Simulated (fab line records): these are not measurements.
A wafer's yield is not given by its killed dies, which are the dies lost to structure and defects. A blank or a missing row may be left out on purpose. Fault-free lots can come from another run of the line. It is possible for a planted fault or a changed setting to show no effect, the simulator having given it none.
What tool caused it? / flow n5 finfet / 12 lots with 33 wafers sampled at 5 steps, on a route of 1938 steps

WHAT EACH GAUGE READ, for each wafer
N5_BEOL_M11_CD_MEAS_35: the cd target is 70 nm. Usual: cd nm 70.2 nm, standard deviation 0.62.
lot=L342; measured=day 10 16:37; on=cd sem-01; cd nm (nm)=69.7 69.0 69.9; flag=
lot=L345; measured=day 11 04:11; on=cd sem-01; cd nm (nm)=70.3 69.8 70.0; flag=
lot=L344; measured=day 11 06:22; on=cd sem-03; cd nm (nm)=69.5 70.0 70.1; flag=
lot=L346; measured=day 12 13:38; on=cd sem-01; cd nm (nm)=70.2 70.5; flag=
lot=L350; measured=day 12 17:50; on=cd sem-02; cd nm (nm)=70.1 69.7 69.1; flag=
lot=L353; measured=day 13 11:18; on=cd sem-02; cd nm (nm)=70.4 70.0 69.5; flag=
lot=L351; measured=day 13 14:14; on=cd sem-01; cd nm (nm)=71.1 70.2 71.1; flag=
lot=L357; measured=day 14 10:42; on=cd sem-01; cd nm (nm)=70.0 70.0; flag=
lot=L360; measured=day 15 14:15; on=cd sem-03; cd nm (nm)=72.2 71.5 70.6; flag=
lot=L361; measured=day 15 20:36; on=cd sem-02; cd nm (nm)=69.9 69.6; flag=
lot=L363; measured=day 16 21:03; on=cd sem-03; cd nm (nm)=69.4 69.4 69.4; flag=
lot=L364; measured=day 16 21:22; on=cd sem-02; cd nm (nm)=70.2 70.6 69.6; flag=

N5_BEOL_M12_CD_MEAS_10: the cd target is 140 nm. Usual: cd nm 140.1 nm, standard deviation 2.5.
lot=L342; measured=day 10 19:26; on=cd sem-01; cd nm (nm)=143.1 141.6 143.6; flag=
lot=L345; measured=day 11 07:29; on=cd sem-02; cd nm (nm)=140.0 141.8 141.9; flag=
lot=L344; measured=day 11 11:05; on=cd sem-01; cd nm (nm)=140.1 143.8 140.2; flag=
lot=L346; measured=day 12 16:18; on=cd sem-02; cd nm (nm)=137.8 135.9; flag=
lot=L350; measured=day 12 21:30; on=cd sem-03; cd nm (nm)=138.3 137.0 137.8; flag=
lot=L353; measured=day 13 15:58; on=cd sem-02; cd nm (nm)=143.6 142.0 141.1; flag=
lot=L351; measured=day 13 18:52; on=cd sem-02; cd nm (nm)=138.3 143.0 138.5; flag=
lot=L357; measured=day 14 13:47; on=cd sem-03; cd nm (nm)=129.6 145.2; flag=
lot=L360; measured=day 15 17:49; on=cd sem-02; cd nm (nm)=139.0 138.1 139.9; flag=
lot=L361; measured=day 16 01:40; on=cd sem-02; cd nm (nm)=125.2 140.3; flag=
lot=L363; measured=day 17 00:31; on=cd sem-03; cd nm (nm)=141.5 138.6 137.9; flag=
lot=L364; measured=day 17 00:40; on=cd sem-01; cd nm (nm)=135.0 135.3 140.2; flag=

EACH LOT AND THE TOOL THAT RAN IT (in order: tool; ch and the chambers of the sampled wafers; start)
lot=L342; N5_BEOL_M11_PRE_CLEAN_45=pvd sputter-01, day 10 17:11; N5_BEOL_M11_SPUTTER_48=pvd sputter-01, day 10 17:56; N5_BEOL_M12_PEB_08=litho track-03 ch 0, day 10 19:19
lot=L345; N5_BEOL_M11_PRE_CLEAN_45=pvd sputter-02, day 11 04:46; N5_BEOL_M11_SPUTTER_48=pvd sputter-01, day 11 05:26; N5_BEOL_M12_PEB_08=litho track-02 ch 0, day 11 07:22
lot=L344; N5_BEOL_M11_PRE_CLEAN_45=pvd sputter-02, day 11 08:45; N5_BEOL_M11_SPUTTER_48=pvd sputter-02, day 11 09:31; N5_BEOL_M12_PEB_08=litho track-03 ch 0, day 11 10:58
lot=L346; N5_BEOL_M11_PRE_CLEAN_45=pvd sputter-01, day 12 14:13; N5_BEOL_M11_SPUTTER_48=pvd sputter-02, day 12 14:44; N5_BEOL_M12_PEB_08=litho track-05 ch 0, day 12 16:11
lot=L350; N5_BEOL_M11_PRE_CLEAN_45=pvd sputter-01, day 12 19:11; N5_BEOL_M11_SPUTTER_48=pvd sputter-01, day 12 20:04; N5_BEOL_M12_PEB_08=litho track-05 ch 0, day 12 21:23
lot=L353; N5_BEOL_M11_PRE_CLEAN_45=pvd sputter-02, day 13 12:19; N5_BEOL_M11_SPUTTER_48=pvd sputter-03, day 13 14:20; N5_BEOL_M12_PEB_08=litho track-02 ch 0, day 13 15:51
lot=L351; N5_BEOL_M11_PRE_CLEAN_45=pvd sputter-01, day 13 14:56; N5_BEOL_M11_SPUTTER_48=pvd sputter-02, day 13 17:22; N5_BEOL_M12_PEB_08=litho track-03 ch 0, day 13 18:45
lot=L357; N5_BEOL_M11_PRE_CLEAN_45=pvd sputter-03, day 14 11:38; N5_BEOL_M11_SPUTTER_48=pvd sputter-03, day 14 12:20; N5_BEOL_M12_PEB_08=litho track-02 ch 0, day 14 13:40
lot=L360; N5_BEOL_M11_PRE_CLEAN_45=pvd sputter-02, day 15 14:59; N5_BEOL_M11_SPUTTER_48=pvd sputter-03, day 15 15:52; N5_BEOL_M12_PEB_08=litho track-05 ch 0, day 15 17:41
lot=L361; N5_BEOL_M11_PRE_CLEAN_45=pvd sputter-03, day 15 22:38; N5_BEOL_M11_SPUTTER_48=pvd sputter-02, day 15 23:47; N5_BEOL_M12_PEB_08=litho track-02 ch 0, day 16 01:33
lot=L363; N5_BEOL_M11_PRE_CLEAN_45=pvd sputter-01, day 16 22:06; N5_BEOL_M11_SPUTTER_48=pvd sputter-02, day 16 22:53; N5_BEOL_M12_PEB_08=litho track-03 ch 0, day 17 00:24
lot=L364; N5_BEOL_M11_PRE_CLEAN_45=pvd sputter-01, day 16 22:29; N5_BEOL_M11_SPUTTER_48=pvd sputter-02, day 16 23:13; N5_BEOL_M12_PEB_08=litho track-05 ch 0, day 17 00:33
- N5_BEOL_M11_PRE_CLEAN_45: time 30 s.
- N5_BEOL_M11_SPUTTER_48: material Cu, target thk 12 nm, time 2 s.
- N5_BEOL_M12_PEB_08: peb time 90 s.

WHAT THE TOOLS THEMSELVES READ (means of the sampled wafers that have a number; where no wafer has one, the mark that the record gives instead)
N5_BEOL_M11_PRE_CLEAN_45. Usual: heater power w 341 W, standard deviation 36.
lot=L342; tool=pvd sputter-01; heater power w (W)=340; flag=
lot=L345; tool=pvd sputter-02; heater power w (W)=288; flag=
lot=L344; tool=pvd sputter-02; heater power w (W)=370; flag=
lot=L346; tool=pvd sputter-01; heater power w (W)=334; flag=
lot=L350; tool=pvd sputter-01; heater power w (W)=348; flag=
lot=L353; tool=pvd sputter-02; heater power w (W)=354; flag=
lot=L351; tool=pvd sputter-01; heater power w (W)=353; flag=
lot=L357; tool=pvd sputter-03; heater power w (W)=300; flag=
lot=L360; tool=pvd sputter-02; heater power w (W)=337; flag=
lot=L361; tool=pvd sputter-03; heater power w (W)=356; flag=
lot=L363; tool=pvd sputter-01; heater power w (W)=340; flag=
lot=L364; tool=pvd sputter-01; heater power w (W)=346; flag=

N5_BEOL_M11_SPUTTER_48. Usual: bias v 60.0 V, standard deviation 0.58; cathode dc power W 26000 W, standard deviation 4.8; throttle valve pct 29.7 %, standard deviation 1.2.
lot=L342; tool=pvd sputter-01; bias v (V)=59.7; cathode dc power W (W)=26004; throttle valve pct (%)=28.8; flag=
lot=L345; tool=pvd sputter-01; bias v (V)=60.8; cathode dc power W (W)=26005; throttle valve pct (%)=28.8; flag=
lot=L344; tool=pvd sputter-02; bias v (V)=60.1; cathode dc power W (W)=26000; throttle valve pct (%)=31.1; flag=
lot=L346; tool=pvd sputter-02; bias v (V)=60.0; cathode dc power W (W)=26004; throttle valve pct (%)=31.1; flag=
lot=L350; tool=pvd sputter-01; bias v (V)=59.4; cathode dc power W (W)=26000; throttle valve pct (%)=28.8; flag=
lot=L353; tool=pvd sputter-03; bias v (V)=60.0; cathode dc power W (W)=25998; throttle valve pct (%)=29.4; flag=
lot=L351; tool=pvd sputter-02; bias v (V)=59.6; cathode dc power W (W)=26000; throttle valve pct (%)=30.1; flag=
lot=L357; tool=pvd sputter-03; bias v (V)=59.8; cathode dc power W (W)=26000; throttle valve pct (%)=30.7; flag=
lot=L360; tool=pvd sputter-03; bias v (V)=60.3; cathode dc power W (W)=25997; throttle valve pct (%)=30.6; flag=
lot=L361; tool=pvd sputter-02; bias v (V)=61.1; cathode dc power W (W)=25999; throttle valve pct (%)=28.5; flag=
lot=L363; tool=pvd sputter-02; bias v (V)=60.2; cathode dc power W (W)=26007; throttle valve pct (%)=29.2; flag=
lot=L364; tool=pvd sputter-02; bias v (V)=60.1; cathode dc power W (W)=25994; throttle valve pct (%)=29.3; flag=

N5_BEOL_M12_PEB_08. Usual: heater power total W 172.5 W, standard deviation 0.68.
lot=L342; tool=litho track-03; heater power total W (W)=173.1; flag=
lot=L345; tool=litho track-02; heater power total W (W)=172.8; flag=
lot=L344; tool=litho track-03; heater power total W (W)=172.0; flag=
lot=L346; tool=litho track-05; heater power total W (W)=172.7; flag=
lot=L350; tool=litho track-05; heater power total W (W)=172.7; flag=
lot=L353; tool=litho track-02; heater power total W (W)=172.2; flag=
lot=L351; tool=litho track-03; heater power total W (W)=172.7; flag=
lot=L357; tool=litho track-02; heater power total W (W)=198.0; flag=OFF
lot=L360; tool=litho track-05; heater power total W (W)=173.2; flag=
lot=L361; tool=litho track-02; heater power total W (W)=198.6; flag=OFF
lot=L363; tool=litho track-03; heater power total W (W)=172.6; flag=
lot=L364; tool=litho track-05; heater power total W (W)=172.9; flag=

THE ANSWER, worked out from the rows above alone
Rule: a lot counts as off when the mean over its wafers that have a number is more than 3 standard deviations away from the usual mean. Also off: a lot with no number at a reading for which 4 or more lots have one. All remaining lots with rows at the step are treated as sound. After the gauges, taken in route order, come the tools' own readings; for these a lot's mean is taken, as printed above. At the first step where some lot is off, the reading lying furthest off is the one used; lots without a number count as furthest.
Off: L357, L361, at N5_BEOL_M12_PEB_08 (heater power total W).
A tool fits if, at that step or a process step before it, it ran every lot that is off, and no sound lot after the first of them. This does not decide it: 2 tools fit, namely pvd sputter-03 at N5_BEOL_M11_PRE_CLEAN_45 and litho track-02 at N5_BEOL_M12_PEB_08.

WHAT THE SIMULATOR HAD PUT IN
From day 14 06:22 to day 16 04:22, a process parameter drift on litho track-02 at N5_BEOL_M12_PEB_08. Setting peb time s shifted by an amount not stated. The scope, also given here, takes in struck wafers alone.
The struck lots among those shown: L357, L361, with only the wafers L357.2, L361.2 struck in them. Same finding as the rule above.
